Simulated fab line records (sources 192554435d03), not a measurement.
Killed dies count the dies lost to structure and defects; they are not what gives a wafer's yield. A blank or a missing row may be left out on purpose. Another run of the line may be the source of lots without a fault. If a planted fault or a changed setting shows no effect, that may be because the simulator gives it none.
fab line records -- flow n5Finfet
record lots=7, wafers=21
route steps=1938 shown BEOL_M2@851 BEOL_M3@931
startH: start of the lot's first displayed wafer, in hours after the record's first day -- waitH: hours from the lot's prior step to this one -- " as in the row above -- L1.1+2: one row covering several wafers at once -- - no value, or no start given -- * or withheld: withheld -- < > ~ a bound
route shown NAME@n: a module of which the file shows steps, and the number in the route of the first -- usual: average and standard deviation across the fault-free wafers -- same: alike in all rows -- chamber/n: place in a boat -- sites: the reading at each site -- _std_site: the values' standard deviation -- _edge_site: outer sites' mean less inner sites' -- radiusMm: for every site, how far away it sits from the centre of the wafer -- mask NAME#n: copy n -- behind: the last tool/chamber to shape the wafer -- hold: why the lot was held/for how many hours/how that ended -- device: which transistor (n, p or np) failed to switch -- end of line: tests run on the same wafers once the route is complete -- where a step has no rows: the recipe by itself -- killed: at the first sort, the dies lost to defects and structure; wafer yield is something else -- map: dies across one wafer; x = killed, . = not, _ = none there
set.NAME: the setting as run; set.NAME@STEP: as run at that earlier step -- model.NAME: the simulator's own value behind a step, which no gauge read
lots where settings were altered on purpose, with a table for each step and a row for each wafer
## steps
# step N5_BEOL_M2_EXPOSE_08
# recipe maskId=M2, na=0.33, sourceShape=dipole, sigmaInner=0.369, sigmaOuter=0.767, polarization=unpolarized, doseMj=41.25
lot.wafer,tool,chamber,startH,waitH,mask,set.doseMj
L074.1+2,euvScanner-02,0,137.51,-,M2#0,43.37
L074.6,euvScanner-02,0,137.51,-,M2#0,41.25
L075.1+2+3,euvScanner-01,0,149.91,-,M2#0,41.25
L082.2+3+5,euvScanner-02,0,208.52,-,M2#0,41.25
L084.2,euvScanner-01,0,209.21,-,M2#0,42.75
L084.3+6,euvScanner-01,0,209.21,-,M2#0,41.25
L085.1+4,euvScanner-01,0,211.26,-,M2#0,41.25
L085.6,euvScanner-01,0,211.26,-,M2#0,38.42
L087.1+2,euvScanner-01,0,214.86,-,M2#0,43.72
L087.5,euvScanner-01,0,214.86,-,M2#0,41.25
L097.1+2,euvScanner-02,0,273.20,-,M2#0,41.25
L097.5,euvScanner-02,0,273.20,-,M2#0,43.55
# step N5_BEOL_M2_PEB_09
# recipe pebTempC=100, pebTimeS=60, resist=CAR-EUV
# step N5_BEOL_M2_DEVELOP_10
# recipe developTimeS=30, developer=TMAH, resist=CAR-EUV, rinseLiquid=surfactantRinse, dry=airSpin, devTempC=23
# step N5_BEOL_M2_CD_MEAS_11
# recipe targetCdNm=16.79, landingEnergyEv=500, detector=seInlens, polarity=opening
# usual cdNm=16.78/0.22
lot.wafer,tool,chamber,startH,waitH,set.doseMj@BEOL_M2_EXPOSE_08,cdNm
L074.1,cdSem-02,0,137.64,-,43.37,17.16
L074.2,cdSem-02,0,137.64,-,43.37,18.12
L074.6,cdSem-02,0,137.64,-,41.25,17.04
L075.1,cdSem-02,0,150.04,-,41.25,16.69
L075.2,cdSem-02,0,150.04,-,41.25,17.07
L075.3,cdSem-02,0,150.04,-,41.25,16.86
L082.2,cdSem-02,0,208.64,-,41.25,17.00
L082.3,cdSem-02,0,208.64,-,41.25,16.79
L082.5,cdSem-02,0,208.64,-,41.25,16.70
L084.2,cdSem-02,0,209.34,-,42.75,17.13
L084.3,cdSem-02,0,209.34,-,41.25,16.57
L084.6,cdSem-02,0,209.34,-,41.25,16.91
L085.1,cdSem-02,0,211.39,-,41.25,17.04
L085.4,cdSem-02,0,211.39,-,41.25,16.64
L085.6,cdSem-02,0,211.39,-,38.42,15.45
L087.1,cdSem-02,0,214.99,-,43.72,18.11
L087.2,cdSem-02,0,214.99,-,43.72,17.98
L087.5,cdSem-02,0,214.99,-,41.25,17.08
L097.1,cdSem-02,0,273.33,-,41.25,16.84
L097.2,cdSem-02,0,273.33,-,41.25,16.65
L097.5,cdSem-02,0,273.33,-,43.55,18.28
# step N5_BEOL_M2_DESCUM_16
# recipe chemistry=O2, timeS=7, sourcePowerW=50, biasPowerW=20, pressureMtorr=20, rfFrequencyHz=2.712e+07, tempC=40, resist=CAR-EUV, o2FlowSccm=225
# step N5_BEOL_M2_ETCH_74
# recipe chemistry=N2/H2, target=underlayer, targetDepthA=65, maskMaterial=CAR-EUV, timeS=5.2, ionEnergyEv=200, pressureMtorr=30, sourceW=840, biasW=150, n2FlowSccm=200, h2FlowSccm=200, ends=cleared
lot.wafer,tool,chamber,startH,waitH,set.doseMj@BEOL_M2_EXPOSE_08,model.BEOL_M2.cdOffsetNm
L074.1+2,rieDiel-03,"0,1",137.81,0.0,43.37,1
L074.6,rieDiel-03,2,137.81,0.0,41.25,0.2
L075.1+2+3,rieDiel-03,"0,1,2",150.20,0.0,41.25,0
L082.2,rieDiel-01,3,208.80,0.0,41.25,0.2
L082.3+5,rieDiel-01,2,208.80,0.0,41.25,0
L084.2,rieDiel-03,0,209.49,0.0,42.75,0.6
L084.3+6,rieDiel-03,"2,1",209.49,0.0,41.25,-0.2
L085.1+4,rieDiel-01,"3,2",211.55,0.0,41.25,0.2
L085.6,rieDiel-01,0,211.55,0.0,38.42,-1.4
L087.1,rieDiel-03,3,215.15,0.0,43.72,1.2
L087.2,rieDiel-03,0,215.15,0.0,43.72,1
L087.5,rieDiel-03,1,215.15,0.0,41.25,-0.4
L097.1,rieDiel-01,2,273.60,0.0,41.25,0
L097.2,rieDiel-01,1,273.60,0.0,41.25,-0.2
L097.5,rieDiel-01,3,273.60,0.0,43.55,1
# step N5_BEOL_M2_ETCH_63
# recipe chemistry=CF4, target=SiARC, targetDepthA=156, maskMaterial=CAR-EUV, timeS=26, ionEnergyEv=80, pressureMtorr=40, sourceW=545, biasW=36, Ar_flow_sccm=100, cf4FlowSccm=100, ends=cleared
# step N5_BEOL_M2_ETCH_64
# recipe chemistry=N2/H2, target=SOC, targetDepthA=750, overetchA=225, maskMaterial=SiARC, tempC=40, timeS=121.9, ionEnergyEv=200, pressureMtorr=30, sourceW=840, biasW=150, n2FlowSccm=200, h2FlowSccm=200
lot.wafer,tool,chamber,startH,waitH,set.doseMj@BEOL_M2_EXPOSE_08,model.BEOL_M2.cdOffsetNm
L074.1,rieDiel-03,0,137.85,0.0,43.37,1
L074.2,rieDiel-03,1,137.85,0.0,43.37,1.2
L074.6,rieDiel-03,2,137.85,0.0,41.25,0.2
L075.1+3,rieDiel-03,"0,2",150.25,0.0,41.25,0.2
L075.2,rieDiel-03,1,150.25,0.0,41.25,0
L082.2,rieDiel-01,3,208.84,0.0,41.25,0.4
L082.3+5,rieDiel-01,2,208.84,0.0,41.25,0
L084.2,rieDiel-03,0,209.54,0.0,42.75,0.6
L084.3,rieDiel-03,2,209.54,0.0,41.25,-0.4
L084.6,rieDiel-03,1,209.54,0.0,41.25,0.2
L085.1,rieDiel-01,3,211.59,0.0,41.25,0.2
L085.4,rieDiel-01,2,211.59,0.0,41.25,0
L085.6,rieDiel-01,0,211.59,0.0,38.42,-1.4
L087.1+2,rieDiel-03,"3,0",215.20,0.0,43.72,1
L087.5,rieDiel-03,1,215.20,0.0,41.25,-0.4
L097.1,rieDiel-01,2,273.65,0.0,41.25,-0.2
L097.2,rieDiel-01,1,273.65,0.0,41.25,-0.4
L097.5,rieDiel-01,3,273.65,0.0,43.55,1
# step N5_BEOL_M2_STRIP_65
# recipe chemistry=N2/H2, tempC=40, n2FlowSccm=200, h2FlowSccm=200, rfFrequencyHz=6e+07
# step N5_BEOL_M2_STRIP_75
# recipe chemistry=N2/H2, tempC=40, n2FlowSccm=200, h2FlowSccm=200, rfFrequencyHz=6e+07
# step N5_BEOL_M2_HM_OPEN_17
# recipe chemistry=Cl2/BCl3, targetDepthA=200, overetchA=60, target=TiN, maskMaterial=SOC, ionEnergyEv=150, pressureMtorr=10, icpW=1000, biasW=126, Cl2_flow_sccm=53.25, bcl3FlowSccm=21.75, Ar_flow_sccm=25
# step N5_BEOL_M2_STRIP_19
# recipe chemistry=O2, powerW=400, tempC=40, pressureMtorr=30, rfFrequencyHz=6e+07, biasPowerW=0, overashFraction=0.2, o2FlowSccm=225
# step N5_BEOL_M2_CD_MEAS_18
# recipe pitchNm=36, targetCdNm=18
# usual cdNm=18.03/0.27
lot.wafer,tool,chamber,startH,waitH,set.doseMj@BEOL_M2_EXPOSE_08,cdNm
L074.1,cdSem-02,-,138.31,0.1,43.37,19.00
L074.2,cdSem-02,-,138.31,0.1,43.37,18.88
L074.6,cdSem-02,-,138.31,0.1,41.25,18.19
L075.1,cdSem-02,-,150.61,0.0,41.25,18.12
L075.2,cdSem-02,-,150.61,0.0,41.25,18.01
L075.3,cdSem-02,-,150.61,0.0,41.25,18.04
L082.2,cdSem-02,-,209.20,0.1,41.25,18.24
L082.3,cdSem-02,-,209.20,0.1,41.25,18.21
L082.5,cdSem-02,-,209.20,0.1,41.25,18.30
L084.2,cdSem-01,-,209.90,0.1,42.75,19.28
L084.3,cdSem-01,-,209.90,0.1,41.25,17.54
L084.6,cdSem-01,-,209.90,0.1,41.25,17.73
L085.1,cdSem-01,-,212.00,0.0,41.25,18.39
L085.4,cdSem-01,-,212.00,0.0,41.25,18.32
L085.6,cdSem-01,-,212.00,0.0,38.42,16.61
L087.1,cdSem-01,-,215.67,0.0,43.72,19.15
L087.2,cdSem-01,-,215.67,0.0,43.72,19.07
L087.5,cdSem-01,-,215.67,0.0,41.25,17.37
L097.1,cdSem-03,-,274.05,0.0,41.25,18.07
L097.2,cdSem-03,-,274.05,0.0,41.25,17.87
L097.5,cdSem-03,-,274.05,0.0,43.55,19.17
# step N5_BEOL_M2_COAT_67
# recipe resist=SOC, tempC=250, timeS=60, spinRpm=1500, resistThkNm=60
# step N5_BEOL_M2_COAT_68
# recipe resist=SiARC, tempC=220, timeS=60, spinRpm=1500, resistThkNm=12
# step N5_BEOL_M2_STRIP_97
# recipe chemistry=N2/H2, timeS=10, powerW=450, tempC=40, pressureMtorr=20, rfFrequencyHz=6e+07, biasPowerW=7, n2FlowSccm=200, h2FlowSccm=200
# step N5_BEOL_M2_HM_STRIP_39
# recipe chemistry=peroxideTinStrip, material=TiN, targetDepthA=250, tempC=50, timeS=158
lot.wafer,tool,chamber,startH,waitH,set.tempC@BEOL_M2_PECVD_72,model.SiO2_of_BEOL_M2_PECVD_72.thkNm
L074.1+2+6,wetBench-01,"7,5,1",141.67,0.0,400,15.8
L075.1,wetBench-06,1,157.28,0.0,400,15.4
L075.2,wetBench-06,3,157.28,0.0,400,15.6
L075.3,wetBench-06,6,157.28,0.0,400,15.8
L084.2,wetBench-06,4,211.24,0.0,400,15.6
L084.3,wetBench-06,5,211.24,0.0,414.5,14.4
L084.6,wetBench-06,1,211.24,0.0,400,16
L085.1,wetBench-01,3,214.83,0.0,391.2,16.4
L085.4,wetBench-01,0,214.83,0.0,391.2,17
L085.6,wetBench-01,4,214.83,0.0,400,16
L087.1,wetBench-03,0,218.38,0.0,400,15.8
L087.2,wetBench-03,5,218.38,0.0,382.4,17.6
L087.5,wetBench-03,4,218.38,0.0,382.4,17.8
L082.2+5,wetBench-06,"5,2",221.66,0.0,386.5,17
L082.3,wetBench-06,6,221.66,0.0,400,15.8
L097.1+2,wetBench-06,"5,7",293.57,0.0,400,15.8
L097.5,wetBench-06,6,293.57,0.0,404.9,15.4
# step N5_BEOL_M2_SRD_40
# recipe timeS=30, tempC=23, rinseLiquid=diw, dry=ipaMarangoni
# step N5_BEOL_M2_PRECLEAN_42
# recipe chemistry=residueRemover, timeS=60, tempC=40
# step N5_BEOL_M2_SRD_43
# recipe timeS=30, tempC=23, rinseLiquid=diw, dry=ipaMarangoni
# step N5_BEOL_M2_CD_MEAS_35
# recipe targetCdNm=18, targetCdYNm=22.2, polarity=opening
# usual cdNm=18.02/0.29
lot.wafer,tool,chamber,startH,waitH,set.doseMj@BEOL_M2_EXPOSE_08,cdNm
L074.1,cdSem-01,-,141.79,0.0,43.37,19.15
L074.2,cdSem-01,-,141.79,0.0,43.37,19.26
L074.6,cdSem-01,-,141.79,0.0,41.25,18.31
L075.1,cdSem-02,-,157.41,0.0,41.25,18.06
L075.2,cdSem-02,-,157.41,0.0,41.25,17.51
L075.3,cdSem-02,-,157.41,0.0,41.25,17.85
L084.2,cdSem-01,-,211.36,0.0,42.75,18.27
L084.3,cdSem-01,-,211.36,0.0,41.25,17.35
L084.6,cdSem-01,-,211.36,0.0,41.25,18.15
L085.1,cdSem-01,-,214.95,0.0,41.25,18.25
L085.4,cdSem-01,-,214.95,0.0,41.25,18.20
L085.6,cdSem-01,-,214.95,0.0,38.42,16.86
L087.1,cdSem-02,-,218.50,0.0,43.72,19.18
L087.2,cdSem-02,-,218.50,0.0,43.72,18.90
L087.5,cdSem-02,-,218.50,0.0,41.25,17.66
L082.2,cdSem-02,-,221.78,0.0,41.25,18.56
L082.3,cdSem-02,-,221.78,0.0,41.25,18.00
L082.5,cdSem-02,-,221.78,0.0,41.25,18.17
L097.1,cdSem-03,-,293.69,0.0,41.25,17.98
L097.2,cdSem-03,-,293.69,0.0,41.25,17.90
L097.5,cdSem-03,-,293.69,0.0,43.55,19.12
# step N5_BEOL_M3_ILD_DEP_00
# recipe material=SiOC, targetThkA=790, tempC=350, precursor=DEMS/O2, pressureTorr=5, rfW=500, timeS=15.3
lot.wafer,tool,chamber,startH,waitH,set.timeS,model.SiOC_of_BEOL_M3_ILD_DEP_00.thkNm
L074.1,pecvd-04,2,145.72,0.0,15.3,79
L074.2,pecvd-04,0,145.72,0.0,16.74,86.6
L074.6,pecvd-04,0,145.72,0.0,16.74,88.8
L075.1,pecvd-02,0,161.70,0.0,15.3,78.8
L075.2,pecvd-02,1,161.70,0.0,15.3,78.4
L075.3,pecvd-02,2,161.70,0.0,15.3,77.6
L084.2,pecvd-01,0,218.29,0.0,13.04,66.8
L084.3,pecvd-01,1,218.29,0.0,15.3,77.4
L084.6,pecvd-01,2,218.29,0.0,13.04,68.2
L085.1,pecvd-02,0,219.46,0.0,15.3,76.6
L085.4,pecvd-02,1,219.46,0.0,16.65,85.6
L085.6,pecvd-02,0,219.46,0.0,15.3,78.8
L087.1,pecvd-04,1,222.96,0.0,14.61,75
L087.2,pecvd-04,0,222.96,0.0,14.61,74.6
L087.5,pecvd-04,0,222.96,0.0,15.3,79.2
L082.2,pecvd-02,1,225.52,0.0,13.59,69.4
L082.3,pecvd-02,0,225.52,0.0,13.59,69.2
L082.5,pecvd-02,2,225.52,0.0,15.3,78.8
L097.1,pecvd-04,1,298.26,0.0,16.05,83.4
L097.2,pecvd-04,2,298.26,0.0,15.3,78
L097.5,pecvd-04,0,298.26,0.0,16.05,82.8
# step N5_BEOL_M3_THK_MEAS_01
# recipe reads=SiOC_of_BEOL_M3_ILD_DEP_00
# usual M3_ILD_THK=79.0/0.96
lot.wafer,tool,chamber,startH,waitH,set.timeS@BEOL_M3_ILD_DEP_00,M3_ILD_THK[nm]
L074.1,filmMetro-01,-,145.79,0.0,15.3,79.0
L074.2,filmMetro-01,-,145.79,0.0,16.74,86.6
L074.6,filmMetro-01,-,145.79,0.0,16.74,88.9
L075.1,filmMetro-02,-,161.77,0.0,15.3,78.9
L075.2,filmMetro-02,-,161.77,0.0,15.3,78.5
L075.3,filmMetro-02,-,161.77,0.0,15.3,77.6
L084.2,filmMetro-02,-,218.36,0.1,13.04,66.7
L084.3,filmMetro-02,-,218.36,0.1,15.3,77.4
L084.6,filmMetro-02,-,218.36,0.1,13.04,68.2
L085.1,filmMetro-01,-,219.53,0.0,15.3,76.6
L085.4,filmMetro-01,-,219.53,0.0,16.65,85.6
L085.6,filmMetro-01,-,219.53,0.0,15.3,78.7
L087.1,filmMetro-02,-,223.04,0.1,14.61,75.0
L087.2,filmMetro-02,-,223.04,0.1,14.61,74.8
L087.5,filmMetro-02,-,223.04,0.1,15.3,79.3
L082.2,filmMetro-01,-,225.59,0.1,13.59,69.5
L082.3,filmMetro-01,-,225.59,0.1,13.59,69.3
L082.5,filmMetro-01,-,225.59,0.1,15.3,78.8
L097.1,filmMetro-02,-,298.33,0.0,16.05,83.3
L097.2,filmMetro-02,-,298.33,0.0,15.3,78.1
L097.5,filmMetro-02,-,298.33,0.0,16.05,82.8
# step N5_BEOL_M3_EXPOSE_08
# recipe maskId=M3, na=0.33, sourceShape=dipole, sigmaInner=0.369, sigmaOuter=0.767, polarization=unpolarized, doseMj=33
lot.wafer,tool,chamber,startH,waitH,mask,set.doseMj
L074.1+6,euvScanner-01,0,146.36,-,M3#0,34.15
L074.2,euvScanner-01,0,146.36,-,M3#0,33
L075.1+2+3,euvScanner-01,0,162.53,-,M3#0,33
L084.2+3,euvScanner-01,0,219.12,-,M3#0,33
L084.6,euvScanner-01,0,219.12,-,M3#0,30.55
L085.1+4+6,euvScanner-01,0,221.83,-,M3#0,33
L087.1,euvScanner-01,0,225.02,-,M3#0,33
L087.2+5,euvScanner-01,0,225.02,-,M3#0,34.73
L082.2+5,euvScanner-01,0,226.94,-,M3#0,31.48
L082.3,euvScanner-01,0,226.94,-,M3#0,33
L097.1+2,euvScanner-02,0,299.76,-,M3#0,34.87
L097.5,euvScanner-02,0,299.76,-,M3#0,33
# step N5_BEOL_M3_PEB_09
# recipe pebTempC=100, pebTimeS=60, resist=CAR-EUV
# step N5_BEOL_M3_DEVELOP_10
# recipe developTimeS=30, developer=TMAH, resist=CAR-EUV, rinseLiquid=surfactantRinse, dry=airSpin, devTempC=23
# step N5_BEOL_M3_CD_MEAS_11
# recipe targetCdNm=17.05, landingEnergyEv=500, detector=seInlens, polarity=opening
# usual cdNm=17.07/0.23
lot.wafer,tool,chamber,startH,waitH,set.doseMj@BEOL_M3_EXPOSE_08,cdNm
L074.1,cdSem-01,0,146.49,-,34.15,17.94
L074.2,cdSem-01,0,146.49,-,33,17.05
L074.6,cdSem-01,0,146.49,-,34.15,17.57
L075.1,cdSem-02,0,162.65,-,33,16.89
L075.2,cdSem-02,0,162.65,-,33,16.98
L075.3,cdSem-02,0,162.65,-,33,17.17
L084.2,cdSem-02,0,219.24,-,33,17.01
L084.3,cdSem-02,0,219.24,-,33,16.68
L084.6,cdSem-02,0,219.24,-,30.55,15.28
L085.1,cdSem-01,0,221.95,-,33,17.10
L085.4,cdSem-01,0,221.95,-,33,16.98
L085.6,cdSem-01,0,221.95,-,33,17.14
L087.1,cdSem-02,0,225.14,-,33,16.98
L087.2,cdSem-02,0,225.14,-,34.73,18.02
L087.5,cdSem-02,0,225.14,-,34.73,18.02
L082.2,cdSem-01,0,227.06,-,31.48,16.15
L082.3,cdSem-01,0,227.06,-,33,16.70
L082.5,cdSem-01,0,227.06,-,31.48,15.76
L097.1,cdSem-02,0,299.88,-,34.87,18.27
L097.2,cdSem-02,0,299.88,-,34.87,18.17
L097.5,cdSem-02,0,299.88,-,33,16.86
# step N5_BEOL_M3_DESCUM_16
# recipe chemistry=O2, timeS=7, sourcePowerW=50, biasPowerW=20, pressureMtorr=20, rfFrequencyHz=2.712e+07, tempC=40, resist=CAR-EUV, o2FlowSccm=225
# step N5_BEOL_M3_ETCH_74
# recipe chemistry=N2/H2, target=underlayer, targetDepthA=65, maskMaterial=CAR-EUV, timeS=5.2, ionEnergyEv=200, pressureMtorr=30, sourceW=840, biasW=150, n2FlowSccm=200, h2FlowSccm=200, ends=cleared
lot.wafer,tool,chamber,startH,waitH,set.doseMj@BEOL_M3_EXPOSE_08,model.BEOL_M3.cdOffsetNm
L074.1+6,rieDiel-05,"2,0",146.65,0.0,34.15,0.6
L074.2,rieDiel-05,0,146.65,0.0,33,0
L075.1+2,rieDiel-05,"3,2",162.81,0.0,33,-0.2
L075.3,rieDiel-05,0,162.81,0.0,33,0
L084.2,rieDiel-05,3,219.52,0.0,33,0
L084.3,rieDiel-05,1,219.52,0.0,33,-0.2
L084.6,rieDiel-05,0,219.52,0.0,30.55,-1.8
L085.1,rieDiel-02,3,222.11,0.0,33,0.2
L085.4+6,rieDiel-02,"1,0",222.11,0.0,33,0
L087.1,rieDiel-05,3,225.30,0.0,33,-0.2
L087.2,rieDiel-05,0,225.30,0.0,34.73,0.8
L087.5,rieDiel-05,0,225.30,0.0,34.73,1
L082.2,rieDiel-04,2,227.28,0.0,31.48,-1
L082.3,rieDiel-04,1,227.28,0.0,33,0.2
L082.5,rieDiel-04,2,227.28,0.0,31.48,-0.8
L097.1+2,rieDiel-04,"0,1",300.04,0.0,34.87,1.2
L097.5,rieDiel-04,1,300.04,0.0,33,0
# step N5_BEOL_M3_ETCH_63
# recipe chemistry=CF4, target=SiARC, targetDepthA=156, maskMaterial=CAR-EUV, timeS=26, ionEnergyEv=80, pressureMtorr=40, sourceW=545, biasW=36, Ar_flow_sccm=100, cf4FlowSccm=100, ends=cleared
lot.wafer,tool,chamber,startH,waitH,set.doseMj@BEOL_M3_EXPOSE_08,model.BEOL_M3.cdOffsetNm
L074.1,rieDiel-05,2,146.66,0.0,34.15,0.4
L074.2,rieDiel-05,0,146.66,0.0,33,0
L074.6,rieDiel-05,0,146.66,0.0,34.15,0.6
L075.1,rieDiel-05,3,162.83,0.0,33,-0.2
L075.2,rieDiel-05,2,162.83,0.0,33,-0.4
L075.3,rieDiel-05,0,162.83,0.0,33,0
L084.2,rieDiel-05,3,219.54,0.0,33,0
L084.3,rieDiel-05,1,219.54,0.0,33,-0.2
L084.6,rieDiel-05,0,219.54,0.0,30.55,-1.8
L085.1+4,rieDiel-02,"3,1",222.13,0.0,33,0
L085.6,rieDiel-02,0,222.13,0.0,33,0.2
L087.1,rieDiel-05,3,225.32,0.0,33,-0.4
L087.2,rieDiel-05,0,225.32,0.0,34.73,0.8
L087.5,rieDiel-05,0,225.32,0.0,34.73,1
L082.2,rieDiel-04,2,227.30,0.0,31.48,-1.2
L082.3,rieDiel-04,1,227.30,0.0,33,0.2
L082.5,rieDiel-04,2,227.30,0.0,31.48,-1
L097.1,rieDiel-04,0,300.06,0.0,34.87,1
L097.2,rieDiel-04,1,300.06,0.0,34.87,1.2
L097.5,rieDiel-04,1,300.06,0.0,33,0
# step N5_BEOL_M3_ETCH_64
# recipe chemistry=N2/H2, target=SOC, targetDepthA=750, overetchA=150, maskMaterial=SiARC, tempC=40, timeS=112.5, ionEnergyEv=200, pressureMtorr=30, sourceW=840, biasW=150, n2FlowSccm=200, h2FlowSccm=200
# step N5_BEOL_M3_STRIP_65
# recipe chemistry=N2/H2, tempC=40, n2FlowSccm=200, h2FlowSccm=200, rfFrequencyHz=6e+07
# step N5_BEOL_M3_HM_OPEN_17
# recipe chemistry=Cl2/BCl3, targetDepthA=200, overetchA=60, target=TiN, maskMaterial=SOC, ionEnergyEv=150, pressureMtorr=10, icpW=1000, biasW=126, Cl2_flow_sccm=53.25, bcl3FlowSccm=21.75, Ar_flow_sccm=25
# step N5_BEOL_M3_STRIP_19
# recipe chemistry=O2, powerW=400, tempC=40, pressureMtorr=30, rfFrequencyHz=6e+07, biasPowerW=0, overashFraction=0.2, o2FlowSccm=225
# step N5_BEOL_M3_CD_MEAS_18
# recipe pitchNm=36, targetCdNm=18
# usual cdNm=18.0/0.3
lot.wafer,tool,chamber,startH,waitH,set.doseMj@BEOL_M3_EXPOSE_08,cdNm
L074.1,cdSem-02,-,147.35,0.0,34.15,18.4
L074.2,cdSem-02,-,147.35,0.0,33,17.8
L074.6,cdSem-02,-,147.35,0.0,34.15,18.6
L075.1,cdSem-02,-,163.23,0.0,33,17.8
L075.2,cdSem-02,-,163.23,0.0,33,17.9
L075.3,cdSem-02,-,163.23,0.0,33,18.2
L084.2,cdSem-01,-,219.91,0.1,33,17.8
L084.3,cdSem-01,-,219.91,0.1,33,18.1
L084.6,cdSem-01,-,219.91,0.1,30.55,16.3
L085.1,cdSem-02,-,222.51,0.0,33,17.9
L085.4,cdSem-02,-,222.51,0.0,33,18.1
L085.6,cdSem-02,-,222.51,0.0,33,17.9
L087.1,cdSem-01,-,225.70,0.0,33,17.7
L087.2,cdSem-01,-,225.70,0.0,34.73,19.0
L087.5,cdSem-01,-,225.70,0.0,34.73,19.0
L082.2,cdSem-02,-,227.73,0.1,31.48,17.2
L082.3,cdSem-02,-,227.73,0.1,33,18.5
L082.5,cdSem-02,-,227.73,0.1,31.48,17.1
L097.1,cdSem-01,-,300.44,0.0,34.87,19.2
L097.2,cdSem-01,-,300.44,0.0,34.87,19.3
L097.5,cdSem-01,-,300.44,0.0,33,18.3
# step N5_BEOL_M3_COAT_67
# recipe resist=SOC, tempC=250, timeS=60, spinRpm=1500, resistThkNm=60
# step N5_BEOL_M3_COAT_68
# recipe resist=SiARC, tempC=220, timeS=60, spinRpm=1500, resistThkNm=12
# step N5_BEOL_M3_PRECLEAN_42
# recipe chemistry=residueRemover, timeS=60, tempC=40
# step N5_BEOL_M3_SRD_43
# recipe timeS=30, tempC=23, rinseLiquid=diw, dry=ipaMarangoni
# step N5_BEOL_M3_CD_MEAS_35
# recipe targetCdNm=18, targetCdYNm=21, polarity=opening
# usual cdNm=18.0/0.33
lot.wafer,tool,chamber,startH,waitH,set.doseMj@BEOL_M3_EXPOSE_08,cdNm
L074.1,cdSem-01,-,148.87,0.0,34.15,18.5
L074.2,cdSem-01,-,148.87,0.0,33,18.1
L074.6,cdSem-01,-,148.87,0.0,34.15,18.4
L075.1,cdSem-01,-,172.82,0.0,33,18.0
L075.2,cdSem-01,-,172.82,0.0,33,18.2
L075.3,cdSem-01,-,172.82,0.0,33,18.3
L084.2,cdSem-02,-,228.33,0.0,33,17.8
L084.3,cdSem-02,-,228.33,0.0,33,18.0
L084.6,cdSem-02,-,228.33,0.0,30.55,16.2
L085.1,cdSem-01,-,233.42,0.0,33,18.1
L085.4,cdSem-01,-,233.42,0.0,33,17.9
L085.6,cdSem-01,-,233.42,0.0,33,18.5
L082.2,cdSem-02,-,234.36,0.0,31.48,17.5
L082.3,cdSem-02,-,234.36,0.0,33,18.0
L082.5,cdSem-02,-,234.36,0.0,31.48,17.2
L087.1,cdSem-02,-,234.50,0.0,33,17.7
L087.2,cdSem-02,-,234.50,0.0,34.73,18.9
L087.5,cdSem-02,-,234.50,0.0,34.73,19.1
L097.1,cdSem-01,-,303.69,0.0,34.87,18.8
L097.2,cdSem-01,-,303.69,0.0,34.87,19.2
L097.5,cdSem-01,-,303.69,0.0,33,18.1
## key
split step=N5_BEOL_M2_EXPOSE_08, setting=doseMj, stated=41.25, by=wafer
response step=N5_BEOL_M2_CD_MEAS_11, reading=cdNm, change=+0.185, per=1%, r=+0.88
response step=N5_BEOL_M2_ETCH_74, reading=model.BEOL_M2.cdOffsetNm, change=+0.216, per=1%, r=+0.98
response step=N5_BEOL_M2_ETCH_64, reading=model.BEOL_M2.cdOffsetNm, change=+0.215, per=1%, r=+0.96
response step=N5_BEOL_M2_CD_MEAS_18, reading=cdNm, change=+0.253, per=1%, r=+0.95
response step=N5_BEOL_M2_CD_MEAS_35, reading=cdNm, change=+0.2, per=1%, r=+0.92
split step=N5_BEOL_M3_ILD_DEP_00, setting=timeS, stated=15.3, by=wafer
response step=N5_BEOL_M3_ILD_DEP_00, reading=model.SiOC_of_BEOL_M3_ILD_DEP_00.thkNm, change=+0.81, per=1%, r=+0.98
response step=N5_BEOL_M3_THK_MEAS_01, reading=M3_ILD_THK, change=+0.812, per=1%, r=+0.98
split step=N5_BEOL_M3_EXPOSE_08, setting=doseMj, stated=33, by=wafer
response step=N5_BEOL_M3_CD_MEAS_11, reading=cdNm, change=+0.207, per=1%, r=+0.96
response step=N5_BEOL_M3_ETCH_74, reading=model.BEOL_M3.cdOffsetNm, change=+0.218, per=1%, r=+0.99
response step=N5_BEOL_M3_ETCH_63, reading=model.BEOL_M3.cdOffsetNm, change=+0.226, per=1%, r=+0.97
response step=N5_BEOL_M3_CD_MEAS_18, reading=cdNm, change=+0.223, per=1%, r=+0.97
response step=N5_BEOL_M3_CD_MEAS_35, reading=cdNm, change=+0.195, per=1%, r=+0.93
split outsideThisFile step=N5_BEOL_M2_PECVD_72 setting=tempC
# split outsideThisFile: this setting was split too, and the file shows its column; the key of that split is in another file
